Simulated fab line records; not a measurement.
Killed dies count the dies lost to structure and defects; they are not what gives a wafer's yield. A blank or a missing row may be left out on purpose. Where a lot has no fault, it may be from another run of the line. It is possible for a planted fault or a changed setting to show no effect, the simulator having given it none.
Matching of chambers ; flow nandHarc ; pecvd-03 running NHARC_A_SLIT_DEP_23: 3 sister chambers
The step deposits SiON, target thk 100 nm. 16 wafers are shown with their chamber, then 8 later ones without.

WAFERS WITH THEIR CHAMBER
wafer;chamber;heaterPowerW (W)
L074.3;1;684
L074.5;2;1090
L074.6;1;682
L077.2;0;772
L077.5;2;1131
L077.6;0;786
L089.1;1;656
L089.2;2;976
L089.5;1;681
L088.1;0;693
L088.2;2;1029
L088.3;1;720
L092.1;0;625
L092.4;2;1002
L092.6;1;724
L094.3;0;714

SIGNATURES (averages over the wafers above)
reading;chamber 0;chamber 1;chamber 2;scatter within a chamber
heaterPowerW;718.00;691.17;1045.60;53
Rule: distance of a wafer from a chamber = root of the sum over the readings of ((wafer's reading minus chamber's mean) / reading's scatter) squared. The wafer belongs to the nearest chamber; if the next one is less than 2 further off, it can't be placed. How the scatter is found: for the shown wafers, subtract from each reading the mean of its chamber, square and add these, divide the total by (wafers less chambers), then take the root.

WAFERS WITHOUT THEIR CHAMBER
wafer;heaterPowerW (W)
L094.4;713
L094.6;743
L095.1;667
L095.4;684
L095.5;1012
L097.3;656
L097.4;687
L097.6;983

WHICH CHAMBER EACH WENT THROUGH
wafer;from the rows above;in truth
L094.4;can't be placed: 0 or 1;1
L094.6;can't be placed: 0 or 1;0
L095.1;can't be placed: 1 or 0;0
L095.4;can't be placed: 1 or 0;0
L095.5;2;2
L097.3;can't be placed: 1 or 0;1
L097.4;can't be placed: 1 or 0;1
L097.6;2;2
Placed correctly: 2 of 8. These rows do not allow placing 6 (true chamber among the candidates in 6). 0 placed wrongly.
